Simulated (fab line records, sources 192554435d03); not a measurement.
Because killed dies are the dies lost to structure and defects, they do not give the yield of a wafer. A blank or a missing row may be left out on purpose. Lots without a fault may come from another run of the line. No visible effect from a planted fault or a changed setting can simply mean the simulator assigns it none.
fab line records	flow n5_finfet
record lots=6	wafers=18	last_day=18
route steps=1938 shown BEOL_M13@1704 BEOL_M14@1716 PASSIVATION@1936
lots untouched by any fault: they come from a run of this same line in which no faults occurred
start_h: the number of hours between the record's first day and the start of the first shown wafer of the lot	wait_h: hours from the lot's prior step to this one	" identical to the entry in the row above	L1.1+2: one row covering several wafers at once	- value missing, or start not given	* or withheld: withheld	< > ~ a bound
route shown NAME@n: NAME is a module with steps in the file, n the number in the route of the first one	usual: average and standard deviation across the fault-free wafers	same: alike in all rows	chamber/n: place in a boat	sites: per-site readings	_std_site: the values' standard deviation	_edge_site: outer sites' mean less inner sites'	radius_mm: for every site, how far away it sits from the centre of the wafer	mask NAME#n: copy n	behind: the last tool/chamber to shape the wafer	hold: what put the lot on hold/how long, in hours/how the hold closed	device: the transistor (n, p or np) that didn't switch	end of line: the same wafers' tests at the end of the route	a step without rows: its recipe alone	killed: the dies lost at the first sort to structure and to defects; this is not the yield of the wafer	map: a wafer's dies, x killed, . not, _ none there
set.NAME: setting as actually run; set.NAME@STEP: the setting as run at that earlier step	model.NAME: the simulator's own value behind a step, which no gauge read
a table for each step, a row for each wafer; lots at some steps of the route
services: the hour from which a tool's chamber was out of use, counted from the record's first day as start_h (under 0 if before that day), plus the number of hours and why
## steps
# step N5_BEOL_M13_PRE_CLEAN_42
# recipe gas=H2/He	time_s=30	temp_c=250
# step N5_BEOL_M13_SPUTTER_43
# recipe material=TaN	target_thk_a=150	temp_c=50	bias_v=168.6	power_w=15000	chamber_pressure_pa=0.12	time_s=24.19
# usual throttle_valve_pct=29.9/1
lot.wafer	tool	chamber	start_h	wait_h	throttle_valve_pct
L861.1	pvd_sputter-01	-	247.97	0.0	29.7
L861.2	"	-	"	"	29.6
L861.5	"	-	"	"	30.7
L872.2	pvd_sputter-01	-	343.33	0.0	29.8
L872.5	"	-	"	"	30.1
L872.6	"	-	"	"	30.9
L876.1	pvd_sputter-02	-	344.45	0.0	31.4
L876.3	"	-	"	"	29.7
L876.4	"	-	"	"	29.7
L877.1	pvd_sputter-02	-	366.41	0.0	29.7
L877.3	"	-	"	"	28.9
L877.4	"	-	"	"	29.1
L879.1	pvd_sputter-02	-	369.65	0.0	31.4
L879.2	"	-	"	"	28.8
L879.5	"	-	"	"	29.9
L882.1	pvd_sputter-01	-	398.52	0.0	30.0
L882.5	"	-	"	"	30.9
L882.6	"	-	"	"	29.7
# step N5_BEOL_M13_SPUTTER_44
# recipe material=Ta	target_thk_a=100	temp_c=50	bias_v=80	power_w=15000	chamber_pressure_pa=0.07	time_s=16.13
# usual throttle_valve_pct=29.9/1
lot.wafer	tool	chamber	start_h	wait_h	throttle_valve_pct
L861.1	pvd_sputter-01	-	248.05	0.0	30.0
L861.2	"	-	"	"	29.7
L861.5	"	-	"	"	30.9
L872.2	pvd_sputter-01	-	343.41	0.0	29.8
L872.5	"	-	"	"	29.8
L872.6	"	-	"	"	31.1
L876.1	pvd_sputter-02	-	344.53	0.0	31.6
L876.3	"	-	"	"	29.7
L876.4	"	-	"	"	29.8
L877.1	pvd_sputter-02	-	366.49	0.0	29.7
L877.3	"	-	"	"	28.8
L877.4	"	-	"	"	29.4
L879.1	pvd_sputter-02	-	369.73	0.0	31.5
L879.2	"	-	"	"	28.9
L879.5	"	-	"	"	29.5
L882.1	pvd_sputter-01	-	398.60	0.0	29.9
L882.5	"	-	"	"	31.1
L882.6	"	-	"	"	29.9
# step N5_BEOL_M13_SPUTTER_45
# recipe material=Cu	target_thk_a=800	temp_c=-20	bias_v=60	power_w=26000	chamber_pressure_pa=0.13	time_s=13.33
# usual chuck_gas_flow_sccm=1.27/0.055	throttle_valve_pct=29.9/1
lot.wafer	tool	chamber	start_h	wait_h	chuck_gas_flow_sccm	throttle_valve_pct
L861.1	pvd_sputter-01	-	248.13	0.0	1.22	29.6
L861.2	"	-	"	"	1.19	29.5
L861.5	"	-	"	"	1.23	31.0
L872.2	pvd_sputter-01	-	343.49	0.0	1.30	29.9
L872.5	"	-	"	"	1.24	29.9
L872.6	"	-	"	"	1.27	31.3
L876.1	pvd_sputter-02	-	344.61	0.0	1.31	31.4
L876.3	"	-	"	"	1.28	29.7
L876.4	"	-	"	"	1.31	29.6
L877.1	pvd_sputter-02	-	366.57	0.0	1.31	29.7
L877.3	"	-	"	"	1.22	28.6
L877.4	"	-	"	"	1.35	29.9
L879.1	pvd_sputter-02	-	369.81	0.0	1.38	31.3
L879.2	"	-	"	"	1.27	28.5
L879.5	"	-	"	"	1.32	29.8
L882.1	pvd_sputter-01	-	398.68	0.0	1.23	29.7
L882.5	"	-	"	"	1.27	31.3
L882.6	"	-	"	"	1.31	29.9
# step N5_BEOL_M13_ECD_47
# recipe material=Cu	target_thk_a=9360
# step N5_BEOL_M13_ANNEAL_48
# recipe temp_c=225	time_s=90	ambient=N2
# step N5_BEOL_M13_CMP_49
# recipe stop_on=SiOC	t_overpolish_s=17.1	down_force_psi=1	platen_rpm=50	clearing_platen_down_force_psi=1.5	clearing_platen_rpm=50	post_cmp_clean=cu_alkaline	target_thk_nm=420	clearing_platen_pad_velocity_m_s=0.99484	pad_velocity_m_s=0.99484
# usual barrier_field_endpoint_s=30.4/0.76	motor_current_A=6.1/0.78	overpolish_run_s=17.101/0.0094	platen_rpm=50.00/0.033
lot.wafer	tool	chamber	start_h	wait_h	barrier_field_endpoint_s	motor_current_A	overpolish_run_s	platen_rpm
L861.2	cmp-04	1	248.90	0.2	31.5	7.0	17.084	49.95
L861.1	"	3	"	"	30.4	5.6	17.110	49.99
L861.5	"	1	"	"	31.9	7.0	17.105	50.00
L872.2	cmp-03	1	344.09	0.2	30.3	5.6	17.100	49.98
L872.6	"	1	"	"	30.9	5.6	17.091	50.01
L872.5	"	2	"	"	30.0	7.6	17.097	49.97
L876.4	cmp-02	0	345.19	0.1	31.7	5.3	17.119	49.99
L876.3	"	1	"	"	30.9	6.5	17.114	50.03
L876.1	"	2	"	"	31.1	6.7	17.105	49.96
L877.1	cmp-02	3	367.36	0.3	30.4	5.7	17.098	49.96
L877.3	"	0	"	"	30.8	5.4	17.094	50.05
L877.4	"	1	"	"	29.0	6.4	17.109	49.99
L879.2	cmp-03	1	370.88	0.2	30.1	5.8	17.084	50.02
L879.1	"	0	"	"	31.1	5.7	17.107	49.93
L879.5	"	1	"	"	31.3	5.8	17.095	49.99
L882.1	cmp-02	2	399.37	0.4	29.2	6.5	17.110	50.00
L882.6	"	3	"	"	30.6	5.7	17.091	49.99
L882.5	"	0	"	"	31.2	5.5	17.099	49.99
# step N5_BEOL_M13_THK_MEAS_50
# recipe thk_meas_gauge=xrf	reads=Cu_of_BEOL_M13_ECD_47
# usual M13_THK=415/7.8
lot.wafer	tool	chamber	start_h	wait_h	M13_THK[nm]
L861.1	film_metro-01	-	249.20	-	417
L861.2	"	-	"	"	415
L861.5	"	-	"	"	400
L872.2	film_metro-01	-	344.38	-	406
L872.5	"	-	"	"	418
L872.6	"	-	"	"	402
L876.1	film_metro-01	-	345.48	-	411
L876.3	"	-	"	"	408
L876.4	"	-	"	"	417
L877.1	film_metro-01	-	367.65	-	404
L877.3	"	-	"	"	414
L877.4	"	-	"	"	413
L879.1	film_metro-01	-	371.17	-	411
L879.2	"	-	"	"	409
L879.5	"	-	"	"	410
L882.1	film_metro-02	-	399.56	-	419
L882.5	"	-	"	"	427
L882.6	"	-	"	"	428
# step N5_BEOL_M13_PRE_CLEAN_52
# recipe gas=NH3	time_s=15	temp_c=withheld	rf_power_w=300
# step N5_BEOL_M13_DEP_53
# recipe material=SiCN	target_thk_a=500	temp_c=withheld	precursor=3MS/NH3	pressure_torr=3	rf_w=675	time_s=17.8
# step N5_BEOL_M13_RS_MEAS_54
# recipe thk_meas_gauge=four-point-probe	reads=Cu_of_BEOL_M13_ECD_47+Ta_of_BEOL_M13_SPUTTER_44+TaN_of_BEOL_M13_SPUTTER_43
# usual M13_RS=0.0450/0.00084
lot.wafer	tool	chamber	start_h	wait_h	M13_RS[ohm/sq]
L861.1	film_metro-02	-	249.33	0.0	0.0452
L861.2	"	-	"	"	0.0454
L861.5	"	-	"	"	0.0475
L872.2	film_metro-02	-	344.51	0.1	0.0457
L872.5	"	-	"	"	0.0438
L872.6	"	-	"	"	0.0460
L876.1	film_metro-01	-	345.61	0.0	0.0450
L876.3	"	-	"	"	0.0454
L876.4	"	-	"	"	0.0445
L877.1	film_metro-02	-	367.78	0.0	0.0459
L877.3	"	-	"	"	0.0451
L877.4	"	-	"	"	0.0452
L879.1	film_metro-02	-	371.30	0.0	0.0453
L879.2	"	-	"	"	0.0459
L879.5	"	-	"	"	0.0455
L882.1	film_metro-02	-	399.69	0.0	0.0444
L882.5	"	-	"	"	0.0436
L882.6	"	-	"	"	0.0436
# step N5_BEOL_M13_INSPECT_55
# recipe inspect_instrument=darkfield	mode=post_dep
# usual raw_defect_count=68/22
lot.wafer	tool	chamber	start_h	wait_h	raw_defect_count
L861.1	defect_inspect-01	-	249.35	0.0	63
L861.2	"	-	"	"	78
L861.5	"	-	"	"	75
L872.2	defect_inspect-01	-	344.54	0.0	53
L872.5	"	-	"	"	72
L872.6	"	-	"	"	56
L876.1	defect_inspect-02	-	345.64	0.0	61
L876.3	"	-	"	"	70
L876.4	"	-	"	"	54
L877.1	defect_inspect-02	-	367.80	0.0	111
L877.3	"	-	"	"	70
L877.4	"	-	"	"	30
L879.1	defect_inspect-02	-	371.32	0.0	69
L879.2	"	-	"	"	50
L879.5	"	-	"	"	73
L882.1	defect_inspect-01	-	399.71	0.0	58
L882.5	"	-	"	"	67
L882.6	"	-	"	"	90
# step N5_BEOL_M14_ILD_DEP_00
# recipe material=SiO2	target_thk_a=11193	temp_c=400	precursor=TEOS/O2	pressure_torr=6.5	rf_w=900	teos_flow_sccm=161.4	gas=O2	flow_sccm=2650	time_s=237.4
# usual heater_power_w=533/130	showerhead_plenum_p_Torr=8.35/0.034	throttle_valve_pct=18.7/1.3
lot.wafer	tool	chamber	start_h	wait_h	heater_power_w	showerhead_plenum_p_Torr	throttle_valve_pct
L861.1	pecvd-01	0	249.39	0.0	539	8.30	17.8
L861.2	"	1	"	"	460	8.37	20.0
L861.5	"	1	"	"	481	8.40	19.8
L872.2	pecvd-04	2	344.57	0.0	454	8.34	16.6
L872.5	"	2	"	"	499	8.33	16.6
L872.6	"	1	"	"	341	8.35	18.9
L876.1	pecvd-01	2	345.68	0.0	512	8.38	16.6
L876.3	"	1	"	"	479	8.37	19.8
L876.4	"	1	"	"	366	8.36	19.8
L877.1	pecvd-01	2	367.84	0.0	552	8.39	16.6
L877.3	"	0	"	"	572	8.31	17.7
L877.4	"	2	"	"	433	8.37	16.9
L879.1	pecvd-03	1	371.36	0.0	544	8.41	18.6
L879.2	"	2	"	"	452	8.34	19.3
L879.5	"	0	"	"	856	8.33	19.3
L882.1	pecvd-04	2	399.75	0.0	495	8.34	16.5
L882.5	"	0	"	"	391	8.29	20.8
L882.6	"	1	"	"	339	8.37	18.6
# step N5_BEOL_M14_THK_MEAS_01
# recipe reads=SiO2_of_BEOL_M14_ILD_DEP_00
# usual M14_ILD_THK=1117/16
lot.wafer	tool	chamber	start_h	wait_h	M14_ILD_THK[nm]
L861.1	film_metro-02	-	249.58	0.1	1093
L861.2	"	-	"	"	1112
L861.5	"	-	"	"	1105
L872.2	film_metro-02	-	344.76	0.1	1133
L872.5	"	-	"	"	1152
L872.6	"	-	"	"	1127
L876.1	film_metro-02	-	345.87	0.1	1113
L876.3	"	-	"	"	1109
L876.4	"	-	"	"	1120
L877.1	film_metro-02	-	368.03	0.1	1125
L877.3	"	-	"	"	1097
L877.4	"	-	"	"	1140
L879.1	film_metro-01	-	371.55	0.1	1086
L879.2	"	-	"	"	1138
L879.5	"	-	"	"	1143
L882.1	film_metro-02	-	399.94	0.1	1122
L882.5	"	-	"	"	1115
L882.6	"	-	"	"	1129
# step N5_BEOL_M14_COAT_58
# recipe resist=BARC	temp_c=205	time_s=60	spin_rpm=1500	resist_thk_nm=89
# step N5_BEOL_M14_COAT_04
# recipe spin_rpm=1704	resist_thk_nm=800
# step N5_BEOL_M14_EBR_06
# recipe solvent=PGMEA	ebr_width_mm=1.5
# step N5_BEOL_M14_SOFTBAKE_05
# recipe temp_c=130	time_s=60
# step N5_BEOL_M14_EXPOSE_07
# recipe mask_id=V13	na=0.8	source_shape=annular	sigma_inner=0.5	sigma_outer=0.8	polarization=unpolarized	attpsm_phase_deg=180	dose_mj=57
# step N5_BEOL_M14_PEB_08
# recipe peb_temp_c=130	peb_time_s=90
# step N5_BEOL_M14_DEVELOP_09
# recipe develop_time_s=45	rinse_liquid=diw	dry=air_spin	dev_temp_c=21
# step N5_BEOL_M14_HARDBAKE_14
# recipe temp_c=130	time_s=120
# step N5_BEOL_M14_CD_MEAS_10
# recipe target_cd_nm=250	landing_energy_ev=500	detector=se_inlens	polarity=opening
# usual cd_nm=250.5/2.5
# same landing_energy_ev=500
lot.wafer	tool	chamber	start_h	wait_h	cd_nm
L861.1	cd_sem-01	0	249.88	-	248.4
L861.2	"	0	"	"	252.9
L861.5	"	0	"	"	250.8
L872.2	cd_sem-01	0	345.07	-	249.0
L872.5	"	0	"	"	251.3
L872.6	"	0	"	"	250.6
L876.1	cd_sem-03	0	346.30	-	254.7
L876.3	"	0	"	"	248.7
L876.4	"	0	"	"	252.0
L877.1	cd_sem-03	0	368.34	-	249.7
L877.3	"	0	"	"	249.2
L877.4	"	0	"	"	249.4
L879.1	cd_sem-01	0	371.98	-	253.4
L879.2	"	0	"	"	254.6
L879.5	"	0	"	"	252.7
L882.1	cd_sem-02	0	400.37	-	250.8
L882.5	"	0	"	"	249.1
L882.6	"	0	"	"	251.6
# step N5_BEOL_M14_OVL_MEAS_11
# recipe points_per_wafer=44
# usual V13_OVL=5/5.3
lot.wafer	tool	chamber	start_h	wait_h	V13_OVL[nm]
L861.1	overlay-02	0	249.92	0.0	16
L861.2	"	0	"	"	4
L861.5	"	0	"	"	13
L872.2	overlay-01	0	345.10	0.0	1
L872.5	"	0	"	"	3
L872.6	"	0	"	"	-1
L876.1	overlay-01	0	346.33	0.0	6
L876.3	"	0	"	"	1
L876.4	"	0	"	"	13
L877.1	overlay-01	0	368.38	0.0	1
L877.3	"	0	"	"	12
L877.4	"	0	"	"	5
L879.1	overlay-01	0	372.01	0.0	5
L879.2	"	0	"	"	10
L879.5	"	0	"	"	8
L882.1	overlay-01	0	400.40	0.0	1
L882.5	"	0	"	"	1
L882.6	"	0	"	"	11
# step N5_BEOL_M14_INSPECT_12
# recipe mode=adi	inspect_instrument=macro
# usual raw_defect_count=2.0/1.4
lot.wafer	tool	chamber	start_h	wait_h	raw_defect_count
L861.1	defect_inspect-01	-	249.94	0.0	0
L861.2	"	-	"	"	3
L861.5	"	-	"	"	0
L872.2	defect_inspect-01	-	345.12	0.0	2
L872.5	"	-	"	"	1
L872.6	"	-	"	"	2
L876.1	defect_inspect-02	-	346.35	0.0	>300
L876.3	"	-	"	"	2
L876.4	"	-	"	"	3
L877.1	defect_inspect-01	-	368.41	0.0	>300
L877.3	"	-	"	"	1
L877.4	"	-	"	"	>300
L879.1	defect_inspect-02	-	372.04	0.0	1
L879.2	"	-	"	"	1
L879.5	"	-	"	"	0
L882.1	defect_inspect-02	-	400.42	0.0	3
L882.5	"	-	"	"	0
L882.6	"	-	"	"	1
# step N5_BEOL_M14_DESCUM_15
# recipe chemistry=O2	time_s=7.9	source_power_w=50	bias_power_w=20	pressure_mtorr=20	rf_frequency_hz=2.712e+07	temp_c=40	o2_flow_sccm=225
# usual drypump_motor_current_A=5.5/0.42	o2_flow_sccm=225.0/0.63	oes_product_au=0.81/0.081	rf_vpp_V=243.8/1.4	showerhead_plenum_p_Torr=2.13/0.078	throttle_valve_pct=20.46/0.24
lot.wafer	tool	chamber	start_h	wait_h	drypump_motor_current_A	o2_flow_sccm	oes_product_au	rf_hours_counter_h	rf_vpp_V	showerhead_plenum_p_Torr	throttle_valve_pct
L861.1	rie_diel-05	0	249.97	0.0	4.7	225.0	0.84	65	243.8	2.13	20.21
L861.2	"	3	"	"	6.3	225.3	0.86	48	242.6	2.07	20.05
L861.5	"	1	"	"	5.6	224.9	0.76	-	243.7	2.04	20.73
L872.2	rie_diel-03	3	345.44	0.3	5.4	224.5	0.74	146	243.8	2.18	20.49
L872.5	"	3	"	"	5.4	225.1	0.74	-	244.7	2.18	20.49
L872.6	"	1	"	"	5.0	226.2	0.84	-	243.8	2.19	20.22
L876.1	rie_diel-01	3	346.39	0.0	5.6	225.8	0.71	172	243.9	2.10	20.35
L876.3	"	0	"	"	5.8	224.5	0.83	73	243.4	2.13	20.54
L876.4	"	2	"	"	5.9	224.8	0.86	62	245.3	2.25	20.78
L877.1	rie_diel-03	1	368.44	0.0	5.0	225.4	0.83	65	245.1	2.19	20.24
L877.3	"	2	"	"	6.0	225.2	0.80	107	244.1	2.20	20.29
L877.4	"	1	"	"	5.0	225.5	0.83	-	245.0	2.19	20.24
L879.1	rie_diel-01	2	372.07	0.0	5.9	225.0	0.85	72	244.4	2.25	20.81
L879.2	"	1	"	"	5.0	224.5	0.88	35	243.8	2.14	20.47
L879.5	"	1	"	"	5.0	223.9	0.88	-	243.4	2.14	20.47
L882.1	rie_diel-03	3	400.63	0.2	5.5	224.4	0.72	169	244.9	2.17	20.51
L882.5	"	1	"	"	5.0	226.1	0.81	-	246.3	2.18	20.26
L882.6	"	2	"	"	6.0	224.3	0.77	-	245.2	2.20	20.31
# step N5_PASSIVATION_PROBE_49
# usual defect_limited_yield=91.0/1.4	killed_at_M0_to_M3=35/10	killed_at_M4_up=14/5.5	killed_at_contacts=13/5.6	killed_at_front_end=41/11	killed_at_other=4/3.4	killed_dies=106/16	killed_on_rim=13/4	killed_open=68/12	killed_short=35/7.3	sort_bin_4_leakage=0.3/2.1	sort_bin_5_function=5.3/0.89	sort_bin_6_memory=3.4/0.67	sort_bin_8_speed=0.01/0.11	sort_n_pass=1070/28	sort_yield_pct=90.7/2.4
# same gross_dies=1180	killed_at_back_side=0
lot.wafer	tool	chamber	start_h	wait_h	defect_limited_yield[%]	killed_at_M0_to_M3	killed_at_M4_up	killed_at_contacts	killed_at_front_end	killed_at_other	killed_dies	killed_on_rim	killed_open	killed_short	sort_bin_4_leakage[%]	sort_bin_5_function[%]	sort_bin_6_memory[%]	sort_bin_8_speed[%]	sort_n_pass	sort_yield_pct[%]
L861.1	prober-01	-	278.73	0.0	90.3	35	13	21	42	3	114	12	72	40	0	5.9	3.6	0	1066	90.3
L861.2	prober-01	-	278.78	0.1	91.7	36	8	8	39	7	98	17	70	27	0	4.2	4.2	0	1082	91.7
L861.5	prober-01	-	278.93	0.2	92.4	40	13	8	21	8	90	11	70	18	0	4.6	2.6	0	1090	92.4
L876.1	prober-02	-	380.56	0.0	81.9	42	104	30	37	1	214	28	83	35	0	11.4	4.9	0	966	81.9
L876.4	prober-02	-	380.71	0.2	91.2	35	10	18	30	11	104	12	64	35	0.2	4.9	3.6	0	1074	91.0
L877.1	prober-02	-	397.60	0.0	83.8	19	111	17	43	1	191	18	56	26	0	11.1	3.6	0.08	988	83.7
L877.4	prober-02	-	397.75	0.2	84.1	26	112	12	37	1	188	26	59	32	0	10.4	3.9	0	992	84.1
L882.1	prober-01	-	424.41	0.0	90.0	39	10	16	47	6	118	19	76	36	0	5.9	3.6	0	1062	90.0
L882.5	prober-01	-	424.61	0.2	91.0	40	14	10	34	8	106	14	67	34	0	5.5	3.2	0	1074	91.0
L882.6	prober-01	-	424.66	0.3	91.2	35	18	15	34	2	104	9	69	31	0	5.3	3.0	0	1076	91.2
# killed by level:class
L861.1 MOL_CONTACT_COAG:geometric_particle:open=18 BEOL_M2:geometric_particle:open=11 GATE_CUT:geometric_particle:short=9 FIN_SAQP:geometric_particle:open=7 FIN_SAQP:geometric_particle:short=6 BEOL_M1:geometric_particle:open=6 STI_FIN_REVEAL:geometric_particle:open=4 GATE_CUT:geometric_particle:open=4
L861.2 FIN_SAQP:geometric_particle:open=11 BEOL_M1:geometric_particle:open=8 STI_FIN_REVEAL:geometric_particle:open=7 MOL_CONTACT_COAG:geometric_particle:open=7 BEOL_M0_SAQP:geometric_particle:open=7 GATE_CUT:geometric_particle:short=6 BEOL_M2:geometric_particle:open=5 GATE_CUT:geometric_particle:open=4
L861.5 BEOL_M3:geometric_particle:open=13 BEOL_M2:geometric_particle:open=9 MOL_CONTACT_COAG:geometric_particle:open=8 BEOL_M1:geometric_particle:open=7 BEOL_M5:geometric_particle:open=6 GATE_CUT:geometric_particle:short=5 GATE_CUT:geometric_particle:open=4 BEOL_M0:geometric_particle:open=4
L876.1 BEOL_M14:unspecified=93 MOL_CONTACT_COAG:geometric_particle:open=21 BEOL_M0_SAQP:geometric_particle:open=13 BEOL_M2:geometric_particle:open=11 STI_FIN_REVEAL:geometric_particle:open=9 MOL_CONTACT_COAG:geometric_particle:short=9 BEOL_M0_SAQP:geometric_particle:short=6 FIN_SAQP:geometric_particle:open=6
L876.4 MOL_CONTACT_COAG:geometric_particle:open=17 BEOL_M0_SAQP:geometric_particle:open=13 BEOL_M0_SAQP:geometric_particle:short=10 BEOL_M2:geometric_particle:open=7 FIN_SAQP:geometric_particle:short=5 STARTING-WAFER:geometric_particle:short=5 MIM_TOP_ETCH:geometric_particle:open=5 STI_FIN_REVEAL:geometric_particle:open=4
L877.1 BEOL_M14:unspecified=106 MOL_CONTACT_COAG:geometric_particle:open=13 FIN_SAQP:geometric_particle:open=9 STI_FIN_REVEAL:geometric_particle:open=8 DUMMY_GATE:geometric_particle:open=6 BEOL_M0_SAQP:geometric_particle:short=6 FIN_SAQP:geometric_particle:short=5 GATE_CUT:geometric_particle:short=4
L877.4 BEOL_M14:unspecified=97 GATE_CUT:geometric_particle:short=7 MOL_CONTACT_COAG:geometric_particle:open=7 BEOL_M0_SAQP:geometric_particle:open=7 BEOL_M0_SAQP:geometric_particle:short=7 STI_FIN_REVEAL:geometric_particle:open=6 BEOL_M4:geometric_particle:open=6 FIN_SAQP:geometric_particle:open=5
L882.1 MOL_CONTACT_COAG:geometric_particle:open=13 BEOL_M3:geometric_particle:open=9 STI_FIN_REVEAL:geometric_particle:open=7 FIN_SAQP:geometric_particle:open=6 ILD0:geometric_particle:short=5 BEOL_M1:geometric_particle:open=5 FIN_SAQP:geometric_particle:short=4 DUMMY_GATE:geometric_particle:open=4
L882.5 BEOL_M3:geometric_particle:open=9 FIN_SAQP:geometric_particle:open=8 MOL_CONTACT_COAG:geometric_particle:open=8 BEOL_M0_SAQP:geometric_particle:open=7 BEOL_M1:geometric_particle:open=6 ILD0:geometric_particle:short=5 BEOL_M0_SAQP:geometric_particle:short=5 BEOL_M2:geometric_particle:open=5
L882.6 MOL_CONTACT_COAG:geometric_particle:open=13 BEOL_M3:geometric_particle:open=12 GATE_CUT:geometric_particle:open=7 GATE_CUT:geometric_particle:short=6 BEOL_M0_SAQP:geometric_particle:short=5 BEOL_M4:geometric_particle:open=5 STI_FIN_REVEAL:geometric_particle:open=4 ILD0:geometric_particle:open=4
# map L876.1 (x killed, . not)
_________________............________________
______________......x..xx..x...._____________
___________.......x................__________
__________..x..........x.....x.....x_________
________................x........x...._______
_______.............x.x...........x..xx______
______..................x....xx......xxx_____
_____...................x.x....x..xxxxxx.____
____.........x..................xx.xxxxxxx___
___.................x....x......xxxxxxxxxx.__
___x............x...xx..xx......xxxxxxxxxxx__
__xx......xx...........x.....x..xxxxxxxxxxxx_
__......x.......................xxxxxxxxxxxx_
_......................x..........xxxxxxxxx.x
_...x...x.........................xxxxxxxxxx.
_x..............x....xx............xxxx.x....
_..x................x......x.x.....xxx.xxx...
_...x.x........x.....x...x................x..
_..........x........x........................
_......x...............x............x....xx..
_.x..x..........xxx.xx...........x...........
__......x..x........x..............xx.....x._
__.xx.x........x.......x.......x.x.........._
___x...x..x..x....x...x...........x........__
___........x...............................__
____......x.....xx................x..x....___
_____.x..............x............x......____
______..x.x....x.....xx...x............._____
_______........................x.....x.______
________...x...........x..x..........._______
__________.x.................x...x.._________
___________........x..........xx...__________
______________............x....x_____________
_________________.....x.x....________________
# map L877.1 (x killed, . not)
_________________..x.........________________
______________......x..........._____________
___________.x......................__________
__________.......x.x................_________
________..........x............x......_______
_______...........x......x...x..x..x..x______
______.......................x...xxx.x.x_____
_____.x..........x.............xx.xxxxx.x____
____.......x.....................xxxxxxxxx___
___.................x.........x.xxxxxxxxxxx__
___...........................xx.xxxxxxxxxx__
__.................xx....x...x...xxxxxxxxxxx_
__...x.............x............xxxxxxxxxxxx_
_............x..........x......xx.xxxxxxxxxxx
_............................x...xxxxxxxxxxx.
_.............................xxxx..xxxxxxxx.
_....x...x.x..xx..x....x....x......x.x.x.xxx.
_.........................x..x........x.xx.x.
_........x............xx.......x...........x.
_..............................x....x...x....
_..............x..........x.....xxx..........
__.....................x........x........x.._
__.....x..x..........x.............x........_
___........x.x.........x..x....x......x....__
___..................................x.....__
____...............xx.x...................___
_____................x....x..............____
______.................................._____
_______...........................x....______
________.............................._______
__________....x.................x..._________
___________........x...............__________
______________...xx............._____________
_________________.....x......________________
## services
tool	chamber	start_h	hours	kind
cmp-02	-	225.93	1.8	repair
cmp-02	-	229.14	4.0	pm
rie_diel-01	3	233.35	4.4	repair
pecvd-03	2	237.88	5.4	repair
rie_diel-05	2	248.24	5.7	repair
rie_diel-03	1	260.43	9.6	repair
rie_diel-03	3	273.20	6.0	repair
cmp-02	-	275.01	1.8	repair
rie_diel-05	-	280.28	28.1	pm
cmp-04	-	280.88	4.0	pm
cmp-03	-	289.89	0.8	repair
cmp-02	-	294.31	4.3	repair
pecvd-04	1	302.38	10.1	repair
cmp-04	-	307.64	0.8	repair
cmp-03	-	312.48	0.7	repair
cmp-03	-	315.57	5.6	repair
rie_diel-03	1	316.51	4.1	repair
pecvd-01	1	319.44	7.1	repair
cmp-03	-	339.87	4.0	pm
rie_diel-03	2	343.20	4.2	repair
cmp-03	-	344.62	10.7	pm
pvd_sputter-02	-	361.06	3.8	repair
cmp-03	-	388.86	5.2	repair
rie_diel-03	0	396.55	16.0	repair
## key
first_sign step=N5_BEOL_M14_INSPECT_12	reading=raw_defect_count	direction=up	sigmas=99+	usual=2.0	struck=>300
effect step=N5_PASSIVATION_PROBE_49	reading=killed_at_M4_up	direction=up	sigmas=17	usual=14	struck=109
more_kills_born_at N5_BEOL_M14_ILD_DEP_00@pecvd-01=296
met_at N5_BEOL_M14_ILD_DEP_00
struck_wafers L876.1,L877.1,L877.4
fault kind=chamber_particle_source	tool=pecvd-01	chamber=2	onset_h=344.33	steps=N5_BEOL_M14_ILD_DEP_00	rate_per_visit_cm2=0.60597	end_h=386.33
